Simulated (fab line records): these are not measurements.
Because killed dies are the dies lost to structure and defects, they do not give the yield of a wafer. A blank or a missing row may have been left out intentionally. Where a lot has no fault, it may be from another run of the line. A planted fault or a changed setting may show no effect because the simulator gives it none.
fab line records | flow n5-finfet
[record] lots = 6 wafers = 15 last-day = 16
route steps=1938 shown HKMG_FIN@394 BEOL_M4@1111
lots that met no fault: taken from a fault-free run of the same line
start-h: hours from the record's opening day to when the first of the lot's shown wafers began | wait-h: time in hours since the lot's previous step | " repeats the value in the row above | L1.1+2: several wafers, shown together as one row | - either no value or no given start | * or withheld: withheld | < > ~ a bound
route shown NAME@n: names a module that has steps shown in the file, with the first one's number in the route | usual: average and standard deviation across the fault-free wafers | same: alike in all rows | chamber/n: place in a boat | sites: each site's reading | _std_site: the values' standard deviation | _edge_site: the outer-site mean with the inner-site mean subtracted | radius-mm: how far each site lies from the wafer's centre | mask NAME#n: copy n | behind: the last tool/chamber to shape the wafer | hold: reason for holding the lot/hours on hold/outcome of the hold | device: the transistor (n, p or np) that didn't switch | end of line: tests run on the same wafers once the route is complete | step lacking rows: just its recipe | killed: dies lost to structure and defects at the first sort, not the wafer's yield | map: a wafer's dies, marking killed ones x, the rest . and places with no die _
set.NAME: setting as actually run; set.NAME@STEP: the setting as run at that earlier step | model.NAME: the simulator's own value behind a step, which no gauge read
lots seen at some steps along the route; tables by step, rows by wafer
services: when a tool's chamber went out of use (start-h, in hours from the record's first day, below 0 if earlier), for how many hours, and the reason
[[steps]]
[step N5_HKMG_FIN_SOFTBAKE_44]
[recipe] temp-c = 110 time-s = 60 resist = CAR-ArF
[step N5_HKMG_FIN_EXPOSE_46]
[recipe] mask-id = NDIPOLE na = 1.35 source-shape = conventional sigma-outer = 0.8 polarization = unpolarized dose-mj = 40
[step N5_HKMG_FIN_PEB_47]
[recipe] peb-temp-c = withheld peb-time-s = 60 resist = CAR-ArF
[step N5_HKMG_FIN_DEVELOP_48]
[recipe] develop-time-s = 30 developer = TMAH resist = CAR-ArF rinse-liquid = diw dry = air-spin dev-temp-c = 23
[step N5_HKMG_FIN_CD_MEAS_49]
[recipe] target-cd-nm = 202 landing-energy-ev = 500 detector = se-inlens polarity = opening
[usual] cd-nm = 202.1/0.55
// columns lot.wafer tool chamber start-h wait-h cd-nm
L567.1 cd-sem-01 0 87.93 - 202.3
L567.2 " 0 " " 201.8
L567.3 " 0 " " 202.1
L572.2 cd-sem-03 0 114.48 - 202.1
L574.2 cd-sem-01 0 124.70 - 201.7
L574.4 " 0 " " 201.2
L579.4 cd-sem-03 0 155.83 - 202.5
L579.5 " 0 " " 202.3
L579.6 " 0 " " 203.0
L581.3 cd-sem-01 0 166.93 - 201.4
L581.4 " 0 " " 202.1
L581.6 " 0 " " 201.9
L582.1 cd-sem-01 0 176.16 - 202.5
L582.2 " 0 " " 202.2
L582.5 " 0 " " 202.5
[step N5_HKMG_FIN_OVL_MEAS_50]
[recipe] points-per-wafer = 44
[usual] NDIPOLE_OVL = 0.6/0.75
// columns lot.wafer tool chamber start-h wait-h NDIPOLE_OVL[nm]
L567.1 overlay-01 0 87.96 0.0 0.3
L567.2 " 0 " " -0.3
L567.3 " 0 " " -0.5
L572.2 overlay-02 0 114.51 0.0 1.2
L574.2 overlay-02 0 124.73 0.0 0.3
L574.4 " 0 " " 0.3
L579.4 overlay-01 0 155.86 0.0 1.4
L579.5 " 0 " " 0.3
L579.6 " 0 " " 1.8
L581.3 overlay-02 0 166.95 0.0 1.4
L581.4 " 0 " " 0.8
L581.6 " 0 " " -0.5
L582.1 overlay-01 0 176.19 0.0 1.6
L582.2 " 0 " " 0.0
L582.5 " 0 " " 0.6
[step N5_HKMG_FIN_INSPECT_61]
[recipe] mode = adi inspect-instrument = macro
[usual] raw-defect-count = 2.2/1.6
// columns lot.wafer tool chamber start-h wait-h raw-defect-count
L567.1 defect-inspect-01 - 87.99 0.0 1
L567.2 " - " " 6
L567.3 " - " " 3
L572.2 defect-inspect-01 - 114.53 0.0 1
L574.2 defect-inspect-02 - 124.75 0.0 2
L574.4 " - " " 3
L579.4 defect-inspect-02 - 155.88 0.0 2
L579.5 " - " " 4
L579.6 " - " " 3
L581.3 defect-inspect-01 - 166.98 0.0 2
L581.4 " - " " 4
L581.6 " - " " 2
L582.1 defect-inspect-02 - 176.21 0.0 2
L582.2 " - " " 3
L582.5 " - " " 6
[step N5_HKMG_FIN_DESCUM_53]
[recipe] chemistry = O2 time-s = 7.9 source-power-w = 50 bias-power-w = 20 pressure-mtorr = 20 rf-frequency-hz = 2.712e+07 temp-c = 40 resist = CAR-ArF o2-flow-sccm = 225
[usual] drypump-motor-current-A = 5.5/0.4 oes-product-au = 0.82/0.097 rf-fwd-power-W = 49.36/0.17 rf-vpp-V = 243.5/1.2 showerhead-plenum-p-Torr = 2.11/0.065 throttle-valve-pct = 20.58/0.24
// columns lot.wafer tool chamber start-h wait-h drypump-motor-current-A oes-product-au rf-fwd-power-W rf-hours-counter-h rf-vpp-V showerhead-plenum-p-Torr throttle-valve-pct
L567.1 rie-diel-04 3 88.09 0.1 5.4 0.85 49.30 54 242.7 2.14 20.54
L567.2 " 0 " " 5.5 1.03 49.39 0 243.6 2.14 20.47
L567.3 " 2 " " 5.6 0.70 49.17 242 244.3 2.15 21.02
L572.2 rie-diel-04 3 114.56 0.0 5.4 0.84 49.26 63 243.6 2.13 20.56
L574.2 rie-diel-04 3 124.78 0.0 5.4 0.84 49.42 68 244.0 2.13 20.56
L574.4 " 3 " " 5.4 0.84 49.24 - 242.5 2.13 20.57
L579.4 rie-diel-02 3 156.17 0.3 4.9 0.74 49.01 152 243.9 2.10 20.49
L579.5 " 3 " " 5.0 0.74 49.25 - 242.7 2.10 20.48
L579.6 " 0 " " 5.6 0.76 49.60 - 243.2 2.10 20.79
L581.3 rie-diel-02 2 167.01 0.0 5.0 0.71 49.28 175 241.1 2.00 20.78
L581.4 " 3 " " 4.9 0.75 49.20 156 244.0 2.10 20.49
L581.6 " 1 " " 5.3 0.93 49.46 - 243.5 2.05 20.14
L582.1 rie-diel-01 3 176.33 0.1 6.2 0.82 49.24 96 246.0 2.21 20.86
L582.2 " 0 " " 5.9 0.97 49.20 9 244.6 2.14 20.21
L582.5 " 1 " " 6.0 0.77 49.39 - 242.6 2.02 20.68
[step N5_HKMG_FIN_ETCH_54]
[recipe] chemistry = CF4 target = SiARC target-depth-a = 455 mask-material = CAR-ArF time-s = 75.8 ion-energy-ev = 80 pressure-mtorr = 40 source-w = 545 bias-w = 36 Ar_flow_sccm = 100 cf4-flow-sccm = 100 ends = cleared
[usual] cf4-flow-sccm = 100.0/0.3 drypump-motor-current-A = 5.5/0.4 etch-rf-on-time-s = 75.5/1.3 oes-product-au = 0.70/0.083 rf-fwd-power-W = 539.3/1.9 rf-vpp-V = 184.2/1.1 showerhead-plenum-p-Torr = 2.16/0.058 throttle-valve-pct = 15.72/0.24
// columns lot.wafer tool chamber start-h wait-h cf4-flow-sccm drypump-motor-current-A etch-rf-on-time-s oes-product-au rf-fwd-power-W rf-hours-counter-h rf-vpp-V showerhead-plenum-p-Torr throttle-valve-pct
L567.1 rie-diel-04 3 88.13 0.0 99.6 5.4 75.1 0.73 539.4 54 184.1 2.17 15.61
L567.2 " 0 " " 99.8 5.5 74.8 0.88 539.0 0 185.6 2.19 15.60
L567.3 " 2 " " 100.1 5.7 78.3 0.59 540.1 242 184.9 2.19 16.15
L572.2 rie-diel-04 3 114.60 0.0 99.6 5.4 74.8 0.72 538.1 63 183.7 2.17 15.63
L574.2 rie-diel-04 3 124.84 0.0 100.4 5.4 74.3 0.72 539.6 68 184.8 2.17 15.64
L574.4 " 3 " " 100.3 5.4 74.3 0.72 538.5 - 184.3 2.17 15.63
L579.4 rie-diel-02 3 156.20 0.0 99.9 4.9 75.9 0.64 537.0 152 183.3 2.15 15.64
L579.5 " 3 " " 99.8 4.9 76.1 0.64 536.1 - 183.8 2.15 15.65
L579.6 " 0 " " 100.7 5.6 77.0 0.65 543.7 - 183.4 2.14 15.92
L581.3 rie-diel-02 2 167.05 0.0 100.2 5.0 75.5 0.63 537.7 175 181.8 2.05 15.95
L581.4 " 3 " " 99.8 4.9 76.7 0.64 540.2 156 186.5 2.15 15.64
L581.6 " 1 " " 100.1 5.4 76.6 0.78 537.5 - 183.5 2.10 15.34
L582.1 rie-diel-01 3 176.36 0.0 100.1 6.2 75.4 0.70 536.6 96 186.8 2.24 15.90
L582.2 " 0 " " 99.9 5.9 73.5 0.84 538.0 9 182.8 2.19 15.39
L582.5 " 1 " " 99.9 6.1 74.6 0.66 541.7 - 182.6 2.07 15.87
[step N5_HKMG_FIN_ETCH_55]
[recipe] chemistry = N2/H2 target = SOC target-depth-a = 2400 temp-c = 40 time-s = 300 ion-energy-ev = 200 mask-material = SiARC pressure-mtorr = 30 source-w = 840 bias-w = 150 n2-flow-sccm = 200 h2-flow-sccm = 200
[usual] drypump-motor-current-A = 5.5/0.4 oes-product-au = 0.82/0.099 rf-fwd-power-W = 838.1/2.6 rf-vpp-V = 524.4/2.3 run-length-s = 323.1/0.42 showerhead-plenum-p-Torr = 2.56/0.077 throttle-valve-pct = 17.94/0.29
// columns lot.wafer tool chamber start-h wait-h drypump-motor-current-A oes-product-au rf-fwd-power-W rf-hours-counter-h rf-vpp-V run-length-s showerhead-plenum-p-Torr throttle-valve-pct
L567.1 rie-diel-04 3 88.18 0.0 5.4 0.86 834.0 54 525.4 323.2 2.59 17.88
L567.2 " 0 " " 5.5 1.03 838.1 0 526.1 323.0 2.61 17.89
L567.3 " 2 " " 5.6 0.70 839.8 242 526.1 323.8 2.62 18.55
L572.2 rie-diel-04 3 114.66 0.0 5.4 0.84 839.1 63 525.1 322.9 2.58 17.90
L574.2 rie-diel-04 3 124.92 0.1 5.4 0.83 839.3 68 525.4 322.9 2.58 17.92
L574.4 " 3 " " 5.4 0.83 835.3 - 525.0 323.0 2.58 17.92
L579.4 rie-diel-02 3 156.26 0.0 4.9 0.75 835.2 152 525.0 323.4 2.54 17.93
L579.5 " 3 " " 4.9 0.75 833.8 - 524.1 323.4 2.54 17.92
L579.6 " 0 " " 5.6 0.76 839.2 - 523.7 322.9 2.52 17.99
L581.3 rie-diel-02 2 167.10 0.0 5.0 0.72 840.7 175 521.0 322.4 2.43 18.16
L581.4 " 3 " " 4.9 0.75 837.5 156 524.4 323.4 2.54 17.92
L581.6 " 1 " " 5.4 0.93 841.4 - 521.3 323.8 2.49 17.44
L582.1 rie-diel-01 3 176.42 0.0 6.2 0.83 836.9 96 527.0 323.1 2.67 18.28
L582.2 " 0 " " 5.9 0.98 834.6 10 525.8 323.2 2.60 17.56
L582.5 " 1 " " 6.1 0.79 839.5 - 522.1 323.1 2.45 18.05
[step N5_HKMG_FIN_STRIP_56]
[recipe] chemistry = N2/H2 temp-c = 40 n2-flow-sccm = 200 h2-flow-sccm = 200 rf-frequency-hz = 6e+07
[step N5_HKMG_FIN_STRIP_57]
[recipe] chemistry = CF4 resist = SiARC power-w = 300 bias-power-w = 75 pressure-mtorr = 50 cf4-flow-sccm = 150 rf-frequency-hz = 6e+07
[usual] cf4-flow-sccm = 150.0/0.42 drypump-motor-current-A = 5.5/0.4 oes-product-au = 0.81/0.09 rf-fwd-power-W = 293.0/1.3 rf-vpp-V = 271.4/1.4 showerhead-plenum-p-Torr = 1.81/0.049 throttle-valve-pct = 13.68/0.26
// columns lot.wafer tool chamber start-h wait-h cf4-flow-sccm drypump-motor-current-A oes-product-au rf-fwd-power-W rf-hours-counter-h rf-vpp-V showerhead-plenum-p-Torr throttle-valve-pct
L567.1 rie-diel-04 3 88.37 0.0 150.2 5.4 0.85 292.0 54 271.4 1.82 13.54
L567.2 " 0 " " 150.3 5.5 0.99 294.1 0 271.4 1.84 13.52
L567.3 " 2 " " 150.0 5.7 0.70 - 242 273.3 1.84 14.17
L572.2 rie-diel-04 3 114.85 0.0 150.4 5.4 0.83 292.4 63 271.9 1.82 13.56
L574.2 rie-diel-04 3 125.21 0.0 150.2 5.4 0.82 291.9 68 270.4 1.82 13.55
L574.4 " 3 " " 150.2 5.4 0.82 292.5 - 272.1 1.82 13.57
L579.4 rie-diel-02 3 156.45 0.0 149.9 4.9 0.74 291.1 153 270.5 1.80 13.63
L579.5 " 3 " " 149.7 4.9 0.74 293.1 - 270.5 1.80 13.63
L579.6 " 0 " " 149.8 5.6 0.75 294.5 - 271.8 1.79 13.89
L581.3 rie-diel-02 2 167.29 0.0 150.5 5.0 0.71 293.1 175 269.3 1.71 13.88
L581.4 " 3 " " 150.0 4.9 0.74 292.1 156 271.6 1.80 13.63
L581.6 " 1 " " 149.7 5.4 0.92 291.5 - 271.0 1.76 13.29
L582.1 rie-diel-01 3 176.61 0.0 149.8 6.2 0.81 294.3 96 273.0 1.87 13.84
L582.2 " 0 " " 150.0 5.9 0.96 294.0 10 272.1 1.84 13.34
L582.5 " 1 " " 149.4 6.1 0.77 294.0 - 272.3 1.74 13.86
[step N5_HKMG_FIN_ETCH_58]
[recipe] chemistry = N2/H2 target = SOC target-depth-a = 2158 ion-energy-ev = 50 bias-w = 13 time-s = 741 pressure-mtorr = 30 source-w = 875 n2-flow-sccm = 200 h2-flow-sccm = 200
[usual] drypump-motor-current-A = 5.5/0.4 oes-product-au = 0.82/0.098 rf-fwd-power-W = 874.2/2.5 rf-vpp-V = 99.2/0.94 run-length-s = 764.1/0.44 showerhead-plenum-p-Torr = 2.56/0.077 throttle-valve-pct = 17.90/0.29
// columns lot.wafer tool chamber start-h wait-h drypump-motor-current-A oes-product-au rf-fwd-power-W rf-hours-counter-h rf-vpp-V run-length-s showerhead-plenum-p-Torr throttle-valve-pct model.etch.depth-nm model.SOC_of_HKMG_FIN_COAT_41.thk-nm model.HKMG_FIN.feature-depth-nm
L567.1 rie-diel-04 3 88.39 0.0 5.4 0.87 874.1 54 100.2 764.3 2.59 17.85 219.9 79.8 220
L567.2 " 0 " " 5.5 1.02 874.7 0 99.1 763.6 2.61 17.80 222.1 77.4 222
L567.3 " 2 " " 5.6 0.69 877.1 242 98.8 765.2 2.62 18.50 208.5 90.8 208.6
L572.2 rie-diel-04 3 114.87 0.0 5.4 0.85 - 63 99.8 647.2 2.58 17.84 185.3 114.6 185.4
L574.2 rie-diel-04 3 125.24 0.0 5.4 0.84 - 68 99.4 647.2 2.58 17.86 183.5 116.2 183.6
L574.4 " 3 " " 5.4 0.84 - - 98.9 647.1 2.58 17.86 185.3 114.4 185.2
L579.4 rie-diel-02 3 156.47 0.0 4.9 0.75 875.4 153 99.3 764.9 2.54 17.86 214.6 85.4 214.6
L579.5 " 3 " " 4.9 0.75 879.6 - 99.8 764.4 2.54 17.86 215.5 85.4 215.4
L579.6 " 0 " " 5.6 0.75 873.1 - 98.7 764.0 2.52 17.93 212.5 88.4 212.6
L581.3 rie-diel-02 2 167.31 0.0 5.0 0.72 872.8 175 97.1 763.3 2.43 18.10 212.4 87.6 212.4
L581.4 " 3 " " 4.9 0.74 873.2 156 99.0 764.7 2.54 17.87 213.5 85.6 213.4
L581.6 " 1 " " 5.3 0.92 873.0 - 98.2 764.1 2.49 17.41 214.9 86 215
L582.1 rie-diel-01 3 176.63 0.0 6.3 0.83 874.8 96 99.0 764.0 2.68 18.24 220.8 79.8 220.8
L582.2 " 0 " " 5.9 0.99 877.1 10 98.9 764.4 2.60 17.51 223 77.4 223
L582.5 " 1 " " 6.1 0.78 873.8 - 98.9 764.6 2.45 18.00 220.1 80.2 220.2
[step N5_HKMG_FIN_STRIP_93]
[recipe] chemistry = N2/H2 material = SOC time-s = 20 power-w = 500 temp-c = 40 pressure-mtorr = 50 rf-frequency-hz = 6e+07 bias-power-w = 8 h2-frac = 0.5 n2-flow-sccm = 300 h2-flow-sccm = 300
[usual] drypump-motor-current-A = 5.5/0.4 oes-product-au = 0.82/0.096 rf-fwd-power-W = 496.2/1.7 rf-vpp-V = 54.4/0.8 showerhead-plenum-p-Torr = 3.38/0.098 throttle-valve-pct = 19.1/0.47
// columns lot.wafer tool chamber start-h wait-h drypump-motor-current-A oes-product-au rf-fwd-power-W rf-hours-counter-h rf-vpp-V showerhead-plenum-p-Torr throttle-valve-pct model.SOC_of_HKMG_FIN_COAT_41.thk-nm
L567.1 rie-diel-04 3 88.82 0.2 5.4 0.87 495.3 54 55.3 3.41 19.1 69.4
L567.2 " 0 " " 5.5 1.00 495.5 1 53.6 3.44 19.1 67
L567.3 " 2 " " 5.7 0.70 498.9 242 55.5 3.46 20.1 80.8
L572.2 rie-diel-04 3 115.29 0.2 5.4 0.85 495.7 64 55.8 3.41 19.1 104.2
L574.2 rie-diel-04 3 125.87 0.4 5.4 0.84 496.2 69 54.4 3.41 19.1 105.6
L574.4 " 3 " " 5.4 0.85 493.0 - 54.4 3.41 19.1 103.8
L579.4 rie-diel-02 3 156.89 0.2 5.0 0.74 495.4 153 55.8 3.36 19.3 75.2
L579.5 " 3 " " 4.9 0.75 495.3 - 54.1 3.36 19.3 75.2
L579.6 " 0 " " 5.6 0.75 497.6 - 55.0 3.33 18.9 78.2
L581.3 rie-diel-02 2 167.74 0.2 5.0 0.72 496.6 176 53.9 3.21 19.2 77.4
L581.4 " 3 " " 4.9 0.74 494.9 156 54.5 3.36 19.3 75.4
L581.6 " 1 " " 5.4 0.93 493.9 - 54.4 3.29 18.3 75.8
L582.1 rie-diel-01 3 177.05 0.2 6.2 0.82 496.7 97 54.5 3.53 19.8 69.4
L582.2 " 0 " " 5.9 0.98 494.7 10 54.7 3.44 18.6 67
L582.5 " 1 " " 6.1 0.78 496.8 - 54.5 3.24 19.2 69.8
[step N5_HKMG_FIN_WET_ETCH_76]
[recipe] chemistry = dNH4OH mix = 1:50 temp-c = 25 target = Al2O3 stop-on = La2O3 target-depth-nm = 2.25 dry = ipa-marangoni rinse-time-s = 30 rinse-temp-c = 23
[step N5_BEOL_M4_RC_MEAS_101]
[usual] DIBL_N = 36.4/1.5 DIBL_P = 36.4/1.6 IOFF_N = 0.164/0.025 IOFF_P = 0.214/0.028 ION_N = 675/9.9 ION_P = 463/6.5 SS_N = 71.5/0.5 SS_P = 73.3/0.56 VT_N = 249.2/2.7 VT_P = -250.1/2.8
// columns lot.wafer tool chamber start-h wait-h DIBL_N[mV/V] DIBL_P[mV/V] IOFF_N[nA/um] IOFF_P[nA/um] ION_N[uA/um] ION_P[uA/um] SS_N[mV/dec] SS_P[mV/dec] VT_N[mV] VT_P[mV]
L567.1 prober-02 0 179.97 0.0 35.0 35.7 0.154 0.199 675 463 71.0 73.1 251.4 -251.7
L567.2 " 0 " " 35.9 37.1 0.160 0.214 688 469 72.0 73.8 248.7 -252.6
L567.3 " 0 " " 37.1 38.7 0.195 0.251 693 474 72.9 73.8 248.7 -251.0
L572.2 prober-01 0 214.72 1.1 38.0 38.1 0.188 0.232 679 458 71.8 73.6 246.1 -248.4
L574.2 prober-01 0 216.88 0.5 38.7 36.1 0.185 0.239 681 470 72.0 73.4 246.5 -247.6
L574.4 " 0 " " 38.3 35.7 0.170 0.232 668 461 71.8 73.3 249.3 -246.0
L579.4 prober-01 0 243.79 0.5 36.9 38.0 0.184 0.230 669 464 72.2 73.2 248.4 -245.9
L579.5 " 0 " " 37.1 39.4 0.187 0.242 674 466 72.0 73.8 249.5 -247.6
L579.6 " 0 " " 37.3 39.1 0.190 0.245 682 467 71.6 73.5 248.4 -248.2
L581.3 prober-02 0 270.10 0.7 34.1 33.4 0.139 0.180 680 469 70.3 73.1 249.9 -253.1
L581.4 " 0 " " 36.8 36.7 0.181 0.211 686 466 70.4 73.2 247.8 -249.4
L581.6 " 0 " " 35.2 35.4 0.157 0.195 676 469 70.7 72.9 247.9 -250.3
L582.1 prober-01 0 272.10 0.0 37.8 38.1 0.212 0.231 678 459 72.9 74.0 246.6 -248.4
L582.2 " 0 " " 36.8 37.4 0.203 0.221 691 466 71.4 73.9 245.9 -249.4
L582.5 " 0 " " 37.0 37.6 0.202 0.234 701 473 71.6 73.8 242.3 -246.5
[[services]]
// columns tool chamber start-h hours kind
rie-diel-04 0 66.23 - clean
rie-diel-04 0 66.23 - consumable-replace:esc
rie-diel-04 0 66.23 - consumable-replace:focus-ring
rie-diel-04 0 66.23 21.5 scheduled-down
rie-diel-04 0 66.23 21.5 vent-cycle
rie-diel-01 2 95.82 - clean
rie-diel-01 2 95.82 - consumable-replace:focus-ring
rie-diel-01 2 95.82 - consumable-replace:showerhead
rie-diel-01 2 95.82 15.9 scheduled-down
rie-diel-01 2 95.82 15.9 vent-cycle
rie-diel-01 1 105.60 1.4 repair
rie-diel-04 2 110.93 - clean
rie-diel-04 2 110.93 - consumable-replace:focus-ring
rie-diel-04 2 110.93 15.2 scheduled-down
rie-diel-04 2 110.93 15.2 vent-cycle
rie-diel-02 1 119.95 - clean
rie-diel-02 1 119.95 - consumable-replace:focus-ring
rie-diel-02 1 119.95 15.3 scheduled-down
rie-diel-02 1 119.95 15.3 vent-cycle
rie-diel-04 1 120.61 9.8 repair
rie-diel-01 0 125.47 - clean
rie-diel-01 0 125.47 - consumable-replace:focus-ring
rie-diel-01 0 125.47 24.0 scheduled-down
rie-diel-01 0 125.47 24.0 vent-cycle
[[key]]
[first-sign] step = N5_HKMG_FIN_ETCH_58 reading = run-length-s direction = down sigmas = 99+ usual = * struck = *
effect none on later readings
[model-effect] step = N5_HKMG_FIN_ETCH_58 value = etch.depth-nm without = 219.3 struck = 184.7
[model-effect] step = N5_HKMG_FIN_STRIP_93 value = SOC_of_HKMG_FIN_COAT_41.thk-nm without = 70.07 struck = 104.5
met-at N5_HKMG_FIN_ETCH_58
struck-wafers L572.2,L574.2,L574.4
onset-between 88.39 114.87
[earlier-fault] kind = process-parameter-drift tool = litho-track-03 chamber = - onset-h = 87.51 steps = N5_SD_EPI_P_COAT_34 channel = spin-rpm offset = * shape = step acts-in = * stated = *
[fault] kind = process-parameter-drift tool = rie-diel-04 chamber = 3 onset-h = 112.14 steps = N5_HKMG_FIN_ETCH_58 channel = time-s offset = * shape = step acts-in = * stated = *
